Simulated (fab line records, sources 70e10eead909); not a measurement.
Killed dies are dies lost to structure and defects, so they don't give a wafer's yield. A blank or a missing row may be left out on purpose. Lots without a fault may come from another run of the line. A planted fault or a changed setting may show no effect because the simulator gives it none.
A struck lot beside a sound one | flow nand_harc | 41 steps out of a route of 1302
Sound: wafers L520.1, L520.3, L520.4. Struck: wafer L530.2. (L530.3, L530.6 of the same lot were not struck and are left out.) The cause comes at the end.
At each step with rows: each side's tool, then ch and its chambers, then its first start. Under that, the readings that differ: sound wafers | struck wafers | difference of the means | sigmas: that difference in standard deviations of wafers without a fault.
alike: readings whose means differ by less than 2 such deviations, and words and numbers that are the same on both sides. not compared: withheld readings, readings that some wafer has no value for, bounds like >300 that may hide the same value, and numbers for which the record gives no deviation and whose values overlap.
The two part at a step that has a row with sigmas, a row that says differs or no value, or rows on one side only. Numbers that don't overlap but have no deviation are shown without sigmas and don't part them. A reading that every wafer of one side lacks parts them only if that side has two wafers or more.

first, 2 steps without rows for these wafers: NHARC_P_STI_PEB_07 (peb time 80 s); NHARC_P_STI_DEVELOP_08 (time 50 s).
NHARC_P_STI_CD_MEAS_09: target cd 200 nm.
  sound on cd_sem-01 ch 0, day 4 13:21; struck on cd_sem-03 ch 0, day 8 13:50
  alike: cd_nm
NHARC_P_STI_OVL_MEAS_10:
  sound on overlay-02, day 4 13:26; struck on overlay-01, day 8 13:55
  alike: overlay_x_nm, overlay_y_nm
NHARC_P_STI_INSPECT_11:
  sound on defect_inspect-02, day 4 13:28; struck on defect_inspect-02, day 8 13:57
  alike: raw_defect_count
then, 1 step without rows for these wafers: NHARC_P_STI_HARDBAKE_13 (time 65 s).
NHARC_P_STI_DESCUM_14: chemistry O2, time 3 s.
  sound on rie_diel-08 ch 0,1,2, day 4 13:37; struck on rie_diel-08 ch 1, day 8 14:05
  reading                | sound | struck | difference | sigmas
  rf_hours_counter_h (h) | 2 3 2 | 6      | +4         |
  alike: drypump_motor_current_A, o2_flow_sccm, oes_product_au, rf_vpp_V, showerhead_plenum_p_Torr, throttle_valve_pct
NHARC_P_STI_ETCH_42: etches the open film in N2/H2, target depth 80 nm, overetch 24 nm, time 61 s.
  sound on rie_diel-08 ch 0,1,3, day 4 13:41; struck on rie_diel-08 ch 3, day 8 14:10
  reading                | sound | struck | difference | sigmas
  rf_hours_counter_h (h) | 2 2 2 | 6      | +4         |
  alike: drypump_motor_current_A, oes_product_au, rf_vpp_V, showerhead_plenum_p_Torr, throttle_valve_pct
NHARC_P_STI_ETCH_31: etches the open film in CF4/CHF3, target depth 108.9 nm, time 54.5 s.
  sound on rie_diel-08 ch 0,1,2; struck on rie_diel-08 ch 2
  reading                | sound | struck | difference | sigmas
  rf_hours_counter_h (h) | 2 3 2 | 7      | +5         |
  alike: drypump_motor_current_A, oes_product_au, rf_vpp_V, showerhead_plenum_p_Torr, throttle_valve_pct
NHARC_P_STI_ETCH_15: etches the open film in HBr/Cl2, target depth 300 nm, time 100.1 s.
  sound on rie_si-02 ch 0,1,2, day 4 13:53; struck on rie_si-05 ch 3, day 8 14:23
  reading                     | sound       | struck | difference | sigmas
  drypump_motor_current_A (A) | 5.2 5.6 5.4 | 6.4    | +1.0       | +2
  rf_hours_counter_h (h)      | 0.9 1.0 1.0 | 0.3    | -0.7       |
  alike: oes_product_au, throttle_valve_pct
NHARC_P_STI_CD_MEAS_16:
  sound on cd_sem-03, day 4 14:02; struck on cd_sem-03, day 8 14:32
  alike: cd_nm
NHARC_P_STI_OCD_MEAS_17:
  sound on ocd-01, day 4 14:08; struck on ocd-01, day 8 14:37
  alike: trench_depth_nm, trench_foot_cd_nm
NHARC_P_STI_STRIP_19: strips in SPM, time 900 s.
  sound on wet_bench-07 ch 1,2,3, day 4 14:13; struck on wet_bench-01 ch 0,2,3, day 8 14:41
then, 2 steps without rows for these wafers: NHARC_P_STI_PRECLEAN_32 (cleans in SC1); NHARC_P_STI_SRD_23.
NHARC_P_STI_OCD_MEAS_43:
  sound on ocd-02, day 4 14:39; struck on ocd-02, day 8 15:07
  alike: trench_depth_nm, trench_foot_cd_nm
then, 3 steps without rows for these wafers: NHARC_P_STI_OXIDE_33 (material SiO2, target thk 10 nm, ox time 281 s); NHARC_P_STI_HDPCVD_20 (deposits SiO2); NHARC_P_STI_ANNEAL_34 (time 1800 s).
NHARC_P_STI_CMP_21: polishes, t overpolish 20 s, target thk 380.67 nm.
  sound on cmp-03 ch 0,1,2, day 5 08:55; struck on cmp-02 ch 3, day 9 15:31
  reading             | sound          | struck | difference | sigmas
  motor_current_A (A) | 13.2 11.9 13.2 | 10.0   | -2.8       | -3
  alike: overpolish_run_s
then, 19 steps without rows for these wafers: NHARC_P_STI_SRD_35; NHARC_P_STI_ETCH_36 (etches SiO2 in dHF, target depth 38.8 nm); NHARC_P_STI_STRIP_24 (strips Si3N4 in H3PO4); NHARC_P_STI_ETCH_37 (etches SiO2 in dHF, target depth 11 nm); NHARC_P_STI_PRECLEAN_38 (cleans in SC1); NHARC_P_STI_SRD_39; NHARC_P_STI_OXIDE_40 (material SiO2, target thk 10 nm, ox time 1362 s); NHARC_P_GATE_ETCH_69 (etches SiO2 in dHF, target depth 14 nm); NHARC_P_GATE_PRECLEAN_70 (cleans in SC1); NHARC_P_GATE_SRD_01; NHARC_P_GATE_OXIDE_02 (material SiO2, target thk 37.5 nm, ox time 365 s); NHARC_P_GATE_DEHYDRATE_03 (time 120 s); NHARC_P_GATE_HMDS_04 (time 30 s); NHARC_P_GATE_COAT_05; NHARC_P_GATE_SOFTBAKE_06 (time 95 s); NHARC_P_GATE_EBR_07; NHARC_P_GATE_EXPOSE_08 (exposes mask P HV); NHARC_P_GATE_PEB_09 (peb time 85 s); NHARC_P_GATE_DEVELOP_10 (time 70 s).
NHARC_P_GATE_CD_MEAS_11: target cd 1640 nm.
  sound on cd_sem-03 ch 0, day 6 04:31; struck on cd_sem-03 ch 0, day 10 10:32
  alike: cd_nm
-- the record jumps here: 19 days lie between the struck wafers' starts before and after (it left off in module P_GATE and takes up again in module END, whose first step shown is number 1302 of the route) --
NHARC_END_SORT_01:
  sound on prober-01 ch 0, day 25 22:59; struck on prober-01 ch 0, day 29 18:53
  reading             | sound    | struck | difference | sigmas
  killed_at_periphery | 1 1 3    | 53     | +51        | +21
  killed_dies         | 51 48 67 | 109    | +54        | +3
  alike: killed_at_array, killed_at_other, killed_open, killed_short

WHERE THEY PART
First at NHARC_P_STI_ETCH_15; last, within this record, at NHARC_END_SORT_01.

WHY: what the simulator had put in
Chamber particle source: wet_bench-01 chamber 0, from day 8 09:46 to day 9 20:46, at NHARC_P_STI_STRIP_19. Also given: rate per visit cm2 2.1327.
